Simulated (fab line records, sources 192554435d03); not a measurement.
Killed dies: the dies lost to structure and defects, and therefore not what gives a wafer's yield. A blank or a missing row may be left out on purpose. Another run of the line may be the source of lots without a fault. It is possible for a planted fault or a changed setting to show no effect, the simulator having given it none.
Which tool did it?    flow n5_finfet    66 wafers from 22 lots sampled at 3 of the route's 1938 steps

## WHAT THE GAUGES READ, wafer by wafer
N5_HKMG_FIN_OVL_MEAS_50.
lot   measured     on          NDIPOLE_OVL (nm)
L074  day 4 00:29  overlay-02  -0.5 0.6 0.3
L076  day 4 10:45  overlay-02  -0.6 -0.2 0.2
L075  day 4 10:59  overlay-02  0.4 -1.0 0.0
L077  day 4 18:28  overlay-01  -0.2 0.6 -0.2
L078  day 4 22:43  overlay-01  0.1 0.0 0.7
L079  day 5 08:55  overlay-01  0.6 0.0 0.2
L081  day 5 20:36  overlay-01  -0.4 -0.2 0.5
L080  day 5 22:32  overlay-01  1.2 1.1 0.4
L083  day 6 07:04  overlay-02  -0.6 0.3 -0.5
L084  day 6 16:23  overlay-02  -0.3 -0.8 -0.2
L085  day 6 22:33  overlay-02  0.8 0.1 0.4
L086  day 7 01:34  overlay-02  0.0 0.8 0.3
L088  day 7 09:40  overlay-02  0.6 0.8 1.1
L087  day 7 12:29  overlay-01  -0.5 -1.2 0.3
L089  day 7 18:10  overlay-02  0.7 0.8 -0.7
L090  day 7 23:16  overlay-01  0.4 0.6 0.0
L091  day 8 07:19  overlay-02  1.3 0.4 0.9
L092  day 8 09:29  overlay-01  0.0 0.1 0.9
L093  day 8 18:09  overlay-01  0.7 -0.5 -0.1
L094  day 9 02:17  overlay-02  -0.1 -0.5 0.1
L095  day 9 07:03  overlay-02  -1.3 -0.9 0.0
L097  day 9 19:49  overlay-02  1.6 0.8 1.5

## WHAT TOOL EACH LOT RAN ON (gives the tool, then ch and the chambers of the sampled wafers, and finally the start)
lot   N5_SDB_HM_OPEN_20                  N5_DUMMY_REMOVAL_STRIP_10
L074  rie_diel-05 ch 0,2,3, day 3 19:04  rie_diel-01 ch 0,3, day 3 22:56
L076  rie_diel-05 ch 0,1,3, day 4 04:49  rie_diel-03 ch 1,3, day 4 09:23
L075  rie_diel-04 ch 0,2, day 4 05:00    rie_diel-03 ch 1,3, day 4 09:29
L077  rie_diel-04 ch 0,1,3, day 4 13:01  rie_diel-06 ch 0,3, day 4 16:47
L078  rie_diel-04 ch 0,2,3, day 4 17:39  rie_diel-01 ch 0,1, day 4 21:21
L079  rie_diel-02 ch 0,2, day 5 03:03    rie_diel-03 ch 1,2, day 5 07:08
L081  rie_diel-04 ch 1,3, day 5 15:25    rie_diel-01 ch 1,2, day 5 19:14
L080  rie_diel-04 ch 0,1,2, day 5 17:04  rie_diel-03 ch 0,2,3, day 5 20:59
L083  rie_diel-05 ch 2,3, day 6 01:52    rie_diel-06 ch 0,1,3, day 6 05:34
L084  rie_diel-04 ch 0,3, day 6 10:08    rie_diel-06 ch 0,1, day 6 14:52
L085  rie_diel-02 ch 0,1,2, day 6 17:20  rie_diel-03 ch 0,1,3, day 6 21:03
L086  rie_diel-05 ch 1,2,3, day 6 20:17  rie_diel-01 ch 0,1,3, day 6 23:58
L088  rie_diel-04 ch 0,3, day 7 04:28    rie_diel-06 ch 0,2,3, day 7 08:10
L087  rie_diel-02 ch 0,2,3, day 7 07:00  rie_diel-06 ch 0,1,3, day 7 10:57
L089  rie_diel-05 ch 2,3, day 7 12:50    rie_diel-03 ch 0,1, day 7 16:37
L090  rie_diel-04 ch 0,2,3, day 7 17:24  rie_diel-06 ch 0,1,2, day 7 21:30
L091  rie_diel-04 ch 1,2, day 8 00:56    rie_diel-01 ch 0,2,3, day 8 05:28
L092  rie_diel-05 ch 2,3, day 8 03:31    rie_diel-01 ch 0,1,2, day 8 07:23
L093  rie_diel-04 ch 0,2,3, day 8 12:27  rie_diel-03 ch 1,2,3, day 8 16:12
L094  rie_diel-04 ch 0,1,3, day 8 19:35  rie_diel-03 ch 0,1,3, day 9 00:42
L095  rie_diel-04 ch 0,1,2, day 9 01:39  rie_diel-06 ch 0,2,3, day 9 05:20
L097  rie_diel-05 ch 0,1,3, day 9 13:52  rie_diel-03 ch 0,1,2, day 9 18:08
- N5_SDB_HM_OPEN_20: chemistry CH3F/O2, target SiNx, stops on poly-Si, target depth 24 nm.
- N5_DUMMY_REMOVAL_STRIP_10: strips in N2/H2, time 40 s.

## WHAT THE TOOLS THEMSELVES READ (means of the sampled wafers that have a number; where no wafer has one, the mark that the record gives instead)
N5_SDB_HM_OPEN_20.
lot   tool         CH3F_flow_sccm (sccm)  bias_w (W)  chamber_pressure_mTorr (mTorr)  drypump_motor_current_A (A)  oes_product_au (a.u.)  rf_vpp_V (V)  showerhead_plenum_p_Torr (Torr)  throttle_valve_pct (%)
L074  rie_diel-05  30.00                  73.01       30.007                          5.7                          0.67                   300           2.06                             16.04
L076  rie_diel-05  30.05                  72.79       30.019                          5.6                          0.64                   301           2.03                             16.25
L075  rie_diel-04  30.06                  72.93       30.005                          5.8                          0.63                   292           2.07                             16.37
L077  rie_diel-04  30.08                  72.84       29.998                          5.4                          0.68                   296           2.03                             16.11
L078  rie_diel-04  29.97                  73.13       30.005                          5.5                          0.68                   295           2.08                             16.21
L079  rie_diel-02  29.96                  72.89       30.010                          6.2                          0.66                   299           1.96                             16.11
L081  rie_diel-04  30.08                  73.05       29.992                          5.1                          0.72                   297           2.08                             16.09
L080  rie_diel-04  30.02                  73.01       30.000                          5.7                          0.60                   292           2.02                             16.29
L083  rie_diel-05  30.02                  72.96       29.999                          5.8                          0.58                   297           2.04                             16.06
L084  rie_diel-04  30.07                  72.82       30.039                          5.3                          0.72                   298           2.09                             16.09
L085  rie_diel-02  30.01                  72.93       29.979                          5.8                          0.61                   300           2.00                             16.34
L086  rie_diel-05  29.99                  72.85       30.000                          5.6                          0.57                   298           2.01                             16.26
L088  rie_diel-04  30.04                  72.76       30.023                          5.6                          0.67                   298           2.04                             16.14
L087  rie_diel-02  30.00                  72.94       30.009                          5.8                          0.67                   294           1.97                             16.21
L089  rie_diel-05  30.07                  72.96       29.996                          5.8                          0.58                   298           2.04                             16.08
L090  rie_diel-04  30.03                  72.93       30.020                          5.5                          0.66                   296           2.07                             16.27
L091  rie_diel-04  30.01                  73.17       30.012                          5.5                          0.73                   292           2.00                             16.03
L092  rie_diel-05  30.04                  72.94       29.999                          5.8                          0.58                   297           2.04                             16.09
L093  rie_diel-04  30.05                  73.10       29.989                          5.5                          0.64                   296           2.07                             16.28
L094  rie_diel-04  29.95                  73.01       30.010                          5.4                          0.71                   297           2.02                             16.03
L095  rie_diel-04  29.95                  73.17       29.999                          5.7                          0.65                   293           2.01                             16.18
L097  rie_diel-05  29.95                  73.09       30.021                          5.6                          0.69                   301           2.01                             16.16

N5_DUMMY_REMOVAL_STRIP_10.
lot   tool         chamber_pressure_mTorr (mTorr)  drypump_motor_current_A (A)  oes_product_au (a.u.)  rf_vpp_V (V)  showerhead_plenum_p_Torr (Torr)  throttle_valve_pct (%)
L074  rie_diel-01  100.05                          6.5                          0.75                   45.2          3.37                             12.3
L076  rie_diel-03  100.04                          5.2                          0.73                   45.3          3.27                             12.5
L075  rie_diel-03  99.98                           5.5                          0.72                   45.5          3.31                             12.6
L077  rie_diel-06  100.01                          5.4                          0.83                   45.2          3.26                             12.2
L078  rie_diel-01  99.99                           6.0                          0.84                   44.8          3.29                             12.0
L079  rie_diel-03  100.12                          5.6                          0.71                   45.4          3.36                             12.7
L081  rie_diel-01  100.04                          5.9                          0.82                   45.3          3.30                             12.1
L080  rie_diel-03  100.00                          5.5                          0.81                   44.6          3.35                             12.4
L083  rie_diel-06  99.94                           5.5                          0.80                   45.4          3.26                             12.2
L084  rie_diel-06  99.99                           5.9                          0.84                   45.3          3.28                             12.0
L085  rie_diel-03  99.98                           5.5                          0.78                   45.4          3.34                             12.4
L086  rie_diel-01  100.05                          6.2                          0.87                   44.9          3.33                             12.0
L088  rie_diel-06  100.06                          5.7                          0.80                   44.8          3.29                             12.2
L087  rie_diel-06  99.97                           5.5                          0.79                   45.2          3.25                             12.2
L089  rie_diel-03  100.03                          5.8                          0.77                   45.2          3.38                             12.6
L090  rie_diel-06  99.97                           5.8                          0.78                   45.6          3.29                             12.2
L091  rie_diel-01  99.98                           6.3                          0.87                   44.6          3.34                             12.1
L092  rie_diel-01  100.03                          6.0                          0.90                   45.6          3.30                             12.0
L093  rie_diel-03  100.00                          5.4                          0.70                   46.1          3.30                             12.6
L094  rie_diel-03  99.97                           5.6                          0.76                   45.4          3.33                             12.5
L095  rie_diel-06  100.11                          5.7                          0.78                   45.2          3.29                             12.2
L097  rie_diel-03  100.07                          5.8                          0.76                   45.2          3.37                             12.5

## THE ANSWER, worked out from the rows above alone
Rule: usual is defined by the lots themselves. The widest of any qualifying gaps counts: lots, ordered by their means at a reading, are off when they make up no more than a third of the lots, leave a main group of 4 or more, and stand apart from it by 3 or more times the standard deviation of that group's means. Not used: any main group whose means are identical at the precision the tables above print for the reading. A lot without any number at a reading at which 4 lots or more have one is off too. Any other lot the step has rows for is counted as sound. First the gauges in route order, then the tools' own readings, where a lot's mean is used as printed above. At the first step where some lot is off, the reading lying furthest off is the one used; lots without a number count as furthest.
Across all readings shown, no lot is off: no conclusion can be drawn from this.

## WHAT THE SIMULATOR PUT IN
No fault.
